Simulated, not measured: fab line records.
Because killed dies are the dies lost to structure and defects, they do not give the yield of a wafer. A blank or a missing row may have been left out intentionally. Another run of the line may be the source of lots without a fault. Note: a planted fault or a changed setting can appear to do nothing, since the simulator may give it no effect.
3 desks, one fault    flow nand_harc    every desk sees just its own numbers, and what lay behind them comes last

FROM THE METROLOGY DESK
What the gauges read for every lot (on any tool): the sampled wafers with a number, averaged. If a lot's mean is further than 4 standard deviations from the usual mean, the lot is out of limits and carries the mark OUT (the distance appears in the brackets).
Columns: A = thk_nm at NHARC_A_ONON_D1_THK_MEAS_18, usual 1000 nm
lot   first seen here  A
L376  day 9 11:59      990
L377  day 9 11:59      1000
L379  day 10 06:37     1004
L380  day 10 14:38     906 (-10) OUT
L382  day 11 05:56     800 (-22) OUT
L391  day 15 06:05     1000
L390  day 15 06:06     997
L392  day 15 15:20     1002
L393  day 16 01:04     1006
L394  day 16 10:45     976
L397  day 17 13:13     990
L396  day 17 13:13     998
Finding of this desk: L380, L382 out of limits; the first was L380 at day 10 14:38, on thk_nm at NHARC_A_ONON_D1_THK_MEAS_18. L376, L377, L379, L391, L390, L392, L393, L394, L397, L396 stayed within limits.

AT THE TOOL OWNER'S DESK: pecvd_onon-01
The tool's own readings at NHARC_A_ONON_D1_DEP_16 (target thk 1000 nm): means of the sampled wafers that have a number, for each lot that ran on this tool. If a lot's mean is further than 4 standard deviations from the usual mean, the lot is out of limits and carries the mark OUT (the distance appears in the brackets).
Columns: A = sih4_flow_sccm at NHARC_A_ONON_D1_DEP_16, usual 210.0 sccm
lot   first seen here  A
L379  day 10 06:12     209.7
L380  day 10 14:07     210.0
L382  day 11 05:25     210.4
L390  day 15 05:38     209.7
L392  day 15 14:57     209.8
L393  day 16 00:34     210.0
L397  day 17 12:46     210.4
This desk's finding: nothing out of limits on any of the 7 lots.

THE DEFECT DESK
Counts from the inspections along the route, per lot, as means over the sampled wafers that have a number. If a lot's mean is further than 4 standard deviations from the usual mean, the lot is out of limits and carries the mark OUT (the distance appears in the brackets).
Columns: A = raw_defect_count at NHARC_A_START_INSPECT_01, usual 3.5
lot   first seen here  A
L377  day 7 22:42      5.0
L376  day 8 00:46      3.0
L379  day 8 21:22      5.3
L380  day 9 02:37      3.3
L382  day 9 21:08      2.0
L390  day 13 19:01     4.7
L391  day 13 21:21     3.3
L392  day 14 04:20     2.0
L393  day 14 15:37     3.0
L394  day 14 21:28     4.3
L396  day 16 00:48     4.0
L397  day 16 04:01     3.3
This desk's finding: nothing out of limits on any of the 12 lots.

ALL TOGETHER
Metrology desk: alarm possible at day 10 14:38 on L380, L382.
The tool owner's desk saw nothing out of limits.
The defect desk saw nothing out of limits.
On record at the tool owner's desk: L380, L382, within its limits.
The defect desk has L380, L382 on record, within its limits.
Of the lots named, all ran NHARC_A_ONON_D1_DEP_16 on pecvd_onon-01.

WHAT WAS PUT IN BY THE SIMULATOR
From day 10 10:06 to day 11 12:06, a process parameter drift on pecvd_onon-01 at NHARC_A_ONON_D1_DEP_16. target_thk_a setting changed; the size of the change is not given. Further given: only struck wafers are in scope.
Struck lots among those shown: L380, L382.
Delay in hours, fault start to first out-of-limits reading, per desk: metrology desk 5.
